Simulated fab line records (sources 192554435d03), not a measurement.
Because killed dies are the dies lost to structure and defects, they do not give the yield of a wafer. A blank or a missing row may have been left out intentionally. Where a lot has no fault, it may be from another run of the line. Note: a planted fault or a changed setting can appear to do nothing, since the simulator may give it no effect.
fab line records ; flow n5Finfet
[record] lots = 13; wafers = 37; lastDay = 18
route steps=1938 shown MOL_CONTACT_COAG@610 BEOL_M4@1111
lots that met no fault: from a run of the same line without faults
startH: start of the lot's first displayed wafer, in hours after the record's first day ; waitH: hours from the lot's prior step to this one ; " the same as in the row above ; L1.1+2: a row that stands for several wafers ; - no value, or no start was given ; * or withheld: withheld ; < > ~ a bound
route shown NAME@n: NAME is a module with steps in the file, n the number in the route of the first one ; usual: the fault-free wafers' mean and standard deviation ; same: alike in all rows ; chamber/n: place in a boat ; sites: per-site readings ; _std_site: how widely they spread, as a standard deviation ; _edge_site: mean of outer sites minus mean of inner sites ; radiusMm: how far each site lies from the wafer's centre ; mask NAME#n: copy n ; behind: the tool/chamber that last shaped the wafer ; hold: the reason the lot was held/the length of the hold in hours/how it ended ; device: which transistor (n, p or np) failed to switch ; end of line: tests of these same wafers at the route's end ; for a step that has no rows: nothing shown but its recipe ; killed: the dies lost at the first sort to structure and to defects; this is not the yield of the wafer ; map: per-die view of a wafer (x killed, . not killed, _ where there is no die)
set.NAME: setting as actually run; set.NAME@STEP: the setting as run at that earlier step ; model.NAME: the simulator's own value behind a step, which no gauge read
a sample of lots followed through the steps of the route, with each step as a table and each wafer as a row
services: from which hour (startH, from the record's first day; less than 0 if before it) a tool's chamber was out of use, for how many hours, and why
[[steps]]
[step N5_MOL_CONTACT_COAG_ETCH_67]
[recipe] chemistry = N2/H2; target = SOC; targetDepthA = 600; overetchA = 210; maskMaterial = SiARC; tempC = 40; timeS = 101.2; ionEnergyEv = 200; pressureMtorr = 30; sourceW = 840; biasW = 150; n2FlowSccm = 200; h2FlowSccm = 200
[usual] drypumpMotorCurrentA = 5.9/0.33; h2FlowSccm = 200.0/0.54; oesProductAu = 0.69/0.072; rfVppV = 525.2/2.2; showerheadPlenumPTorr = 2.58/0.068; throttleValvePct = 17.79/0.22
lot.wafer;tool;chamber;startH;waitH;drypumpMotorCurrentA;h2FlowSccm;oesProductAu;rfHoursCounterH;rfVppV;showerheadPlenumPTorr;throttleValvePct
L659.2;rieDiel-01;2;101.55;0.0;5.9;200.1;0.61;201;526.3;2.61;17.83
L659.3;rieDiel-01;0;101.55;0.0;6.0;199.4;0.75;20;530.1;2.71;17.72
L659.5;rieDiel-01;1;101.55;0.0;6.1;199.5;0.60;-;523.0;2.51;18.07
L662.1;rieDiel-01;3;119.44;0.0;5.3;199.4;0.78;5;529.1;2.69;17.79
L662.2;rieDiel-01;0;119.44;0.0;6.0;200.5;0.74;27;528.0;2.71;17.71
L662.3;rieDiel-01;1;119.44;0.0;6.1;201.5;0.59;231;523.6;2.51;18.08
L663.1;rieDiel-02;1;128.28;0.0;5.5;199.5;0.62;188;526.7;2.61;17.92
L663.2;rieDiel-02;3;128.28;0.0;5.5;199.9;0.80;2;526.1;2.61;17.46
L663.5;rieDiel-02;0;128.28;0.0;6.0;201.2;0.74;-;525.5;2.59;17.57
L664.1;rieDiel-06;3;128.73;0.0;5.4;200.5;0.59;187;523.2;2.52;18.12
L664.3;rieDiel-06;0;128.73;0.0;6.2;200.2;0.79;7;522.2;2.49;18.00
L664.5;rieDiel-06;3;128.73;0.0;5.4;199.4;0.59;-;523.4;2.52;18.12
L665.4;rieDiel-02;1;136.75;0.0;5.5;200.3;0.62;191;527.1;2.61;17.93
L665.5;rieDiel-02;0;136.75;0.0;6.0;200.2;0.73;-;524.7;2.59;17.56
L665.6;rieDiel-02;3;136.75;0.0;5.5;200.8;0.79;-;525.4;2.61;17.46
L667.3;rieDiel-02;3;149.62;0.0;5.5;200.3;0.77;9;527.0;2.61;17.46
L667.4;rieDiel-02;0;149.62;0.0;6.0;200.3;0.72;48;524.7;2.58;17.59
L667.6;rieDiel-02;2;149.62;0.0;6.2;200.6;0.75;-;525.4;2.58;17.31
L671.2;rieDiel-06;0;178.33;0.0;6.2;199.5;0.74;27;523.6;2.48;18.03
L671.3;rieDiel-06;2;178.33;0.0;5.7;201.4;0.74;41;521.8;2.49;17.80
L671.6;rieDiel-06;3;178.33;0.0;5.4;199.9;0.58;-;523.2;2.51;18.15
L677.2;rieDiel-06;0;205.52;0.0;6.2;199.4;0.73;36;523.7;2.48;18.04
L677.6;rieDiel-06;2;205.52;0.0;5.7;201.0;0.72;-;521.4;2.48;17.82
L678.5;rieDiel-01;2;216.86;0.0;5.9;199.6;0.59;-;525.6;2.60;17.90
L678.6;rieDiel-01;3;216.86;0.0;5.3;199.6;0.72;-;527.1;2.68;17.86
L679.2;rieDiel-01;1;217.83;0.0;6.1;200.6;0.79;8;522.3;2.50;17.66
L679.3;rieDiel-01;0;217.83;0.0;6.0;200.2;0.70;61;527.7;2.70;17.78
L679.4;rieDiel-01;3;217.83;0.0;5.3;200.6;0.71;39;529.3;2.68;17.86
L680.3;rieDiel-02;2;230.46;0.0;6.2;200.6;0.72;62;524.2;2.57;17.37
L680.5;rieDiel-02;0;230.46;0.0;6.0;199.5;0.69;-;524.8;2.57;17.63
L680.6;rieDiel-02;3;230.46;0.0;5.6;199.1;0.71;-;525.3;2.60;17.50
L681.3;rieDiel-06;0;233.52;0.0;6.2;199.8;0.72;45;523.5;2.48;18.05
L681.4;rieDiel-06;3;233.52;0.0;5.4;200.1;0.57;225;522.1;2.50;18.20
L681.5;rieDiel-06;1;233.52;0.0;6.6;200.9;0.74;-;525.1;2.59;17.91
L682.2;rieDiel-02;3;245.00;0.0;5.6;200.4;0.71;43;524.6;2.60;17.54
L682.4;rieDiel-02;0;245.00;0.0;6.0;198.8;0.69;82;523.5;2.57;17.64
L682.5;rieDiel-02;3;245.00;0.0;5.5;200.4;0.71;-;523.7;2.60;17.54
[step N5_MOL_CONTACT_COAG_CVD_140]
[recipe] material = W; targetThkA = 665; mode = selectiveFill; tempC = 300; timeS = 215
[usual] heaterPowerW = 475/34; runLengthS = 285.7/0.56
lot.wafer;tool;chamber;startH;waitH;heaterPowerW;runLengthS
L659.2;cvdW-02;1;102.15;0.1;509;286.0
L659.3;cvdW-02;1;102.15;0.1;507;286.0
L659.5;cvdW-02;1;102.15;0.1;501;286.4
L662.1;cvdW-01;0;120.05;0.1;503;285.7
L662.2;cvdW-01;1;120.05;0.1;440;284.8
L662.3;cvdW-01;0;120.05;0.1;506;286.0
L663.1;cvdW-02;1;128.89;0.1;502;286.1
L663.2;cvdW-02;0;128.89;0.1;450;286.3
L663.5;cvdW-02;0;128.89;0.1;447;285.8
L664.1;cvdW-01;0;129.34;0.1;520;286.6
L664.3;cvdW-01;0;129.34;0.1;499;285.6
L664.5;cvdW-01;0;129.34;0.1;499;286.0
L665.4;cvdW-01;0;137.44;0.1;508;285.6
L665.5;cvdW-01;0;137.44;0.1;518;285.6
L665.6;cvdW-01;1;137.44;0.1;440;285.7
L667.3;cvdW-01;1;150.30;0.1;437;285.2
L667.4;cvdW-01;0;150.30;0.1;517;199.6
L667.6;cvdW-01;0;150.30;0.1;504;285.9
L671.2;cvdW-02;1;178.94;0.1;503;285.6
L671.3;cvdW-02;0;178.94;0.1;443;286.2
L671.6;cvdW-02;1;178.94;0.1;512;286.0
L677.2;cvdW-02;1;206.12;0.1;491;285.6
L677.6;cvdW-02;1;206.12;0.1;524;286.0
L678.5;cvdW-01;1;217.59;0.2;448;285.0
L678.6;cvdW-01;0;217.59;0.2;503;286.0
L679.2;cvdW-02;0;218.60;0.2;447;286.1
L679.3;cvdW-02;0;218.60;0.2;452;286.2
L679.4;cvdW-02;0;218.60;0.2;437;286.4
L680.3;cvdW-02;1;231.14;0.1;491;285.6
L680.5;cvdW-02;0;231.14;0.1;445;285.9
L680.6;cvdW-02;1;231.14;0.1;515;285.9
L681.3;cvdW-01;1;234.21;0.1;450;285.7
L681.4;cvdW-01;0;234.21;0.1;491;285.7
L681.5;cvdW-01;1;234.21;0.1;456;285.2
L682.2;cvdW-02;0;245.61;0.1;444;286.7
L682.4;cvdW-02;1;245.61;0.1;503;286.2
L682.5;cvdW-02;0;245.61;0.1;451;285.9
[step N5_MOL_CONTACT_COAG_CMP_52]
[recipe] stopOn = SiO2; tOverpolishS = 1.5; postCmpClean = wDiluteNh4oh; downForcePsi = 4; platenRpm = 50.289; padVelocityMS = 1.0006; targetThkNm = 66.5
[usual] headPressurePsi = 3.999/0.0084; motorCurrentA = 12.6/1.1; overpolishRunS = 1.501/0.0085; timeToEndpointS = 12.9/2.4
lot.wafer;tool;chamber;startH;waitH;headPressurePsi;motorCurrentA;overpolishRunS;timeToEndpointS
L659.3;cmp-02;1;102.47;0.0;3.992;12.4;1.501;12.6
L659.2;cmp-02;3;102.47;0.0;4.001;13.3;1.494;15.5
L659.5;cmp-02;1;102.47;0.0;3.977;12.6;1.496;11.0
L662.3;cmp-04;3;120.37;0.0;3.995;13.4;1.516;11.7
L662.2;cmp-04;0;120.37;0.0;3.993;11.7;1.500;15.7
L662.1;cmp-04;2;120.37;0.0;4.010;12.2;1.491;12.9
L663.1;cmp-03;1;129.25;0.1;3.996;13.1;1.504;10.6
L663.2;cmp-03;3;129.25;0.1;3.995;11.0;1.498;13.9
L663.5;cmp-03;0;129.25;0.1;4.010;12.5;1.514;10.4
L664.1;cmp-03;3;129.66;0.0;3.996;11.3;1.499;17.9
L664.3;cmp-03;0;129.66;0.0;3.990;12.8;1.495;15.0
L664.5;cmp-03;3;129.66;0.0;3.992;10.4;1.511;16.3
L665.4;cmp-03;0;137.79;0.1;4.020;12.7;1.506;9.3
L665.6;cmp-03;1;137.79;0.1;4.007;14.1;1.512;12.7
L665.5;cmp-03;2;137.79;0.1;3.980;13.0;1.492;12.8
L667.3;cmp-03;0;150.62;0.1;4.007;13.1;1.503;7.8
L667.4;cmp-03;1;150.62;0.1;4.010;14.0;1.489;12.8
L667.6;cmp-03;2;150.62;0.1;4.005;13.8;1.515;9.7
L671.2;cmp-02;3;179.26;0.0;3.997;13.3;1.501;14.3
L671.3;cmp-02;0;179.26;0.0;4.004;12.6;1.507;13.7
L671.6;cmp-02;0;179.26;0.0;3.997;12.0;1.481;10.6
L677.2;cmp-03;1;206.56;0.1;3.997;12.4;1.513;15.1
L677.6;cmp-03;3;206.56;0.1;3.992;10.4;1.515;15.6
L678.6;cmp-03;2;217.93;0.2;4.004;13.4;1.510;14.6
L678.5;cmp-03;3;217.93;0.2;4.007;11.0;1.511;14.8
L679.4;cmp-02;2;219.08;0.0;4.008;10.9;1.511;11.5
L679.3;cmp-02;0;219.08;0.0;4.007;13.2;1.493;14.2
L679.2;cmp-02;1;219.08;0.0;3.979;12.9;1.495;13.4
L680.3;cmp-03;1;231.46;0.1;4.014;14.5;1.499;15.8
L680.5;cmp-03;3;231.46;0.1;4.005;10.9;1.498;16.4
L680.6;cmp-03;0;231.46;0.1;3.991;13.0;1.499;11.7
L681.4;cmp-02;3;234.49;0.1;4.006;13.2;1.497;16.2
L681.3;cmp-02;1;234.49;0.1;4.006;12.4;1.508;12.5
L681.5;cmp-02;2;234.49;0.1;3.990;10.3;1.498;9.7
L682.2;cmp-02;1;245.93;0.0;3.988;13.4;1.505;11.5
L682.4;cmp-02;2;245.93;0.0;3.997;10.9;1.490;13.2
L682.5;cmp-02;1;245.93;0.0;4.010;13.7;1.505;14.6
[step N5_MOL_CONTACT_COAG_THK_MEAS_53]
[recipe] reads = SiO2_of_MOL_CONTACT_COAG_PECVD_31
[usual] VIA_MOL_THK = 44.0/0.65
lot.wafer;tool;chamber;startH;waitH;VIA_MOL_THK[nm]
L659.2;filmMetro-02;-;102.77;-;43.7
L659.3;filmMetro-02;-;102.77;-;42.7
L659.5;filmMetro-02;-;102.77;-;44.5
L662.1;filmMetro-02;-;120.66;-;43.7
L662.2;filmMetro-02;-;120.66;-;44.2
L662.3;filmMetro-02;-;120.66;-;43.8
L663.1;filmMetro-02;-;129.50;-;43.6
L663.2;filmMetro-02;-;129.50;-;43.6
L663.5;filmMetro-02;-;129.50;-;43.6
L664.1;filmMetro-01;-;129.96;-;44.2
L664.3;filmMetro-01;-;129.96;-;43.7
L664.5;filmMetro-01;-;129.96;-;44.9
L665.4;filmMetro-01;-;137.98;-;45.0
L665.5;filmMetro-01;-;137.98;-;45.8
L665.6;filmMetro-01;-;137.98;-;45.5
L667.3;filmMetro-01;-;150.84;-;43.3
L667.4;filmMetro-01;-;150.84;-;44.5
L667.6;filmMetro-01;-;150.84;-;43.6
L671.2;filmMetro-02;-;179.55;-;43.7
L671.3;filmMetro-02;-;179.55;-;43.1
L671.6;filmMetro-02;-;179.55;-;44.6
L677.2;filmMetro-02;-;206.74;-;43.3
L677.6;filmMetro-02;-;206.74;-;44.3
L678.5;filmMetro-02;-;218.08;-;44.4
L678.6;filmMetro-02;-;218.08;-;44.5
L679.2;filmMetro-02;-;219.38;-;43.5
L679.3;filmMetro-02;-;219.38;-;43.5
L679.4;filmMetro-02;-;219.38;-;44.3
L680.3;filmMetro-02;-;231.68;-;44.1
L680.5;filmMetro-02;-;231.68;-;44.1
L680.6;filmMetro-02;-;231.68;-;44.0
L681.3;filmMetro-02;-;234.75;-;44.3
L681.4;filmMetro-02;-;234.75;-;44.4
L681.5;filmMetro-02;-;234.75;-;44.9
L682.2;filmMetro-02;-;246.22;-;43.9
L682.4;filmMetro-02;-;246.22;-;44.3
L682.5;filmMetro-02;-;246.22;-;44.3
[step N5_BEOL_M4_RC_MEAS_101]
[usual] DIBL_N = 36.9/1.7; DIBL_P = 37.3/2.3; IOFF_N = 0.16/0.033; IOFF_P = 0.22/0.04; ION_N = 673/12; ION_P = 463/8; SS_N = 71.6/0.58; SS_P = 73.4/0.74; VT_N = 250/3.2; VT_P = -250/3.4
lot.wafer;tool;chamber;startH;waitH;DIBL_N[mV/V];DIBL_P[mV/V];IOFF_N[nA/um];IOFF_P[nA/um];ION_N[uA/um];ION_P[uA/um];SS_N[mV/dec];SS_P[mV/dec];VT_N[mV];VT_P[mV]
L659.2;prober-01;0;165.78;0.2;38.3;40.6;0.22;0.29;691;471;71.8;74.1;247;-247
L659.3;prober-01;0;165.78;0.2;39.7;42.2;0.25;0.33;681;473;73.0;74.5;243;-244
L659.5;prober-01;0;165.78;0.2;36.7;38.1;0.18;0.24;675;467;72.2;73.4;250;-248
L662.1;prober-02;0;186.13;0.0;37.3;38.3;0.18;0.23;676;460;72.1;73.7;249;-249
L662.2;prober-02;0;186.13;0.0;36.1;37.8;0.16;0.22;668;464;71.6;72.9;252;-250
L662.3;prober-02;0;186.13;0.0;36.7;38.3;0.18;0.24;684;475;72.0;72.8;247;-249
L663.1;prober-01;0;194.08;0.0;38.5;38.0;0.19;0.23;677;456;72.2;73.7;247;-252
L663.2;prober-01;0;194.08;0.0;35.9;34.2;0.13;0.18;656;452;71.5;72.1;252;-255
L663.5;prober-01;0;194.08;0.0;35.7;33.9;0.14;0.17;658;446;71.7;72.0;253;-257
L664.1;prober-01;0;199.07;0.0;36.9;36.3;0.17;0.20;665;451;71.1;73.1;251;-252
L664.3;prober-01;0;199.07;0.0;34.3;33.5;0.14;0.17;684;461;70.8;73.1;250;-257
L664.5;prober-01;0;199.07;0.0;35.0;33.1;0.13;0.16;660;446;71.4;72.3;253;-257
L665.4;prober-02;0;205.12;0.5;36.4;38.5;0.17;0.25;664;460;72.0;73.9;248;-251
L665.5;prober-02;0;205.12;0.5;37.5;39.4;0.19;0.26;675;465;71.8;73.2;248;-251
L665.6;prober-02;0;205.12;0.5;35.8;37.3;0.16;0.23;666;461;71.3;73.3;248;-249
L667.3;prober-02;0;217.30;0.3;36.2;35.5;0.13;0.18;659;453;72.0;73.3;256;-252
L667.4;prober-02;0;217.30;0.3;35.7;36.2;0.13;0.18;655;452;71.5;72.9;255;-252
L667.6;prober-02;0;217.30;0.3;37.7;37.3;0.16;0.21;664;457;72.6;72.8;252;-250
L671.2;prober-01;0;256.41;0.2;36.9;36.1;0.15;0.25;664;464;70.8;72.6;251;-243
L671.3;prober-01;0;256.41;0.2;37.1;36.9;0.15;0.26;666;464;71.7;73.8;252;-248
L671.6;prober-01;0;256.41;0.2;37.4;37.8;0.17;0.28;686;474;71.7;72.7;249;-243
L677.2;prober-01;0;271.95;0.2;36.9;35.1;0.13;0.20;654;456;71.3;73.8;256;-252
L677.6;prober-01;0;271.95;0.2;35.7;34.5;0.13;0.19;661;453;71.7;73.3;252;-251
L678.5;prober-01;0;291.42;0.6;38.5;37.8;0.17;0.23;697;476;71.4;73.7;248;-249
L678.6;prober-01;0;291.42;0.6;38.1;37.8;0.17;0.23;670;462;71.7;72.7;251;-250
L679.2;prober-02;0;304.66;0.2;37.1;37.2;0.18;0.22;677;461;71.6;74.7;246;-251
L679.3;prober-02;0;304.66;0.2;34.8;35.2;0.14;0.18;677;458;70.7;72.4;252;-254
L679.4;prober-02;0;304.66;0.2;32.6;31.7;0.10;0.15;650;449;69.9;72.3;257;-259
L681.3;prober-02;0;307.75;0.3;38.6;39.3;0.18;0.24;673;459;71.7;73.9;252;-252
L681.4;prober-02;0;307.75;0.3;39.3;39.4;0.18;0.23;669;459;72.6;74.4;251;-253
L681.5;prober-02;0;307.75;0.3;37.7;38.0;0.14;0.21;661;453;72.0;73.8;255;-255
L680.3;prober-01;0;308.31;0.3;34.2;36.0;0.12;0.19;669;467;71.6;72.4;256;-254
L680.5;prober-01;0;308.31;0.3;39.0;41.1;0.20;0.27;677;465;72.0;73.9;246;-248
L680.6;prober-01;0;308.31;0.3;36.4;37.0;0.14;0.21;667;464;71.3;73.9;254;-248
L682.2;prober-02;0;311.07;0.2;36.1;35.9;0.13;0.19;649;447;71.3;72.5;254;-250
L682.4;prober-02;0;311.07;0.2;38.0;37.9;0.15;0.22;676;464;71.4;73.6;252;-249
L682.5;prober-02;0;311.07;0.2;37.1;36.7;0.14;0.20;662;456;70.7;73.4;252;-253
[[services]]
tool;chamber;startH;hours;kind
cvdW-02;-;79.95;9.5;repair
cmp-04;-;83.76;1.3;repair
cmp-03;-;84.01;0.3;repair
cmp-02;-;84.60;2.7;repair
rieDiel-01;-;86.10;14.6;pm
rieDiel-06;0;89.21;9.2;repair
rieDiel-02;3;93.61;-;clean
rieDiel-02;3;93.61;-;consumableReplace:focusRing
rieDiel-02;3;93.61;30.6;scheduledDown
cmp-04;-;98.61;0.2;repair
cvdW-02;1;119.03;7.4;repair
cmp-02;-;126.23;4.0;pm
cmp-03;-;153.40;0.4;repair
cmp-02;-;161.57;13.1;pm
rieDiel-02;2;171.75;5.4;repair
cvdW-01;-;177.56;6.9;pm
rieDiel-01;-;189.34;0.3;repair
cmp-04;-;199.30;4.0;pm
cmp-03;-;211.58;1.2;repair
cmp-02;-;214.68;4.4;repair
cvdW-02;1;216.40;3.0;repair
rieDiel-01;2;218.92;9.9;repair
rieDiel-02;0;219.88;3.8;repair
cmp-04;-;239.55;1.1;repair
[[key]]
[firstSign] step = N5_MOL_CONTACT_COAG_CVD_140; reading = runLengthS; direction = down; sigmas = 99+; usual = *; struck = *
effect none on later readings
metAt N5_MOL_CONTACT_COAG_CVD_140
struckLots L667
struckWafers L667.4
sortLeftOut L667.4
notActingAt N5_MOL_CONTACT_COAG_ETCH_67,N5_MOL_CONTACT_COAG_CMP_52,N5_MOL_CONTACT_COAG_THK_MEAS_53
onsetBetween 137.44 150.30
[fault] kind = processParameterDrift; tool = cvdW-01; chamber = -; onsetH = 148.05; steps = N5_MOL_CONTACT_COAG_CVD_140; channel = timeS; offset = *; shape = step; endH = 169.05; scope = struckWafersOnly; actsIn = *; stated = *
// sortLeftOut: the simulated sort isn't trusted on such a fault, so these wafers' sort isn't shown, and their yield isn't known
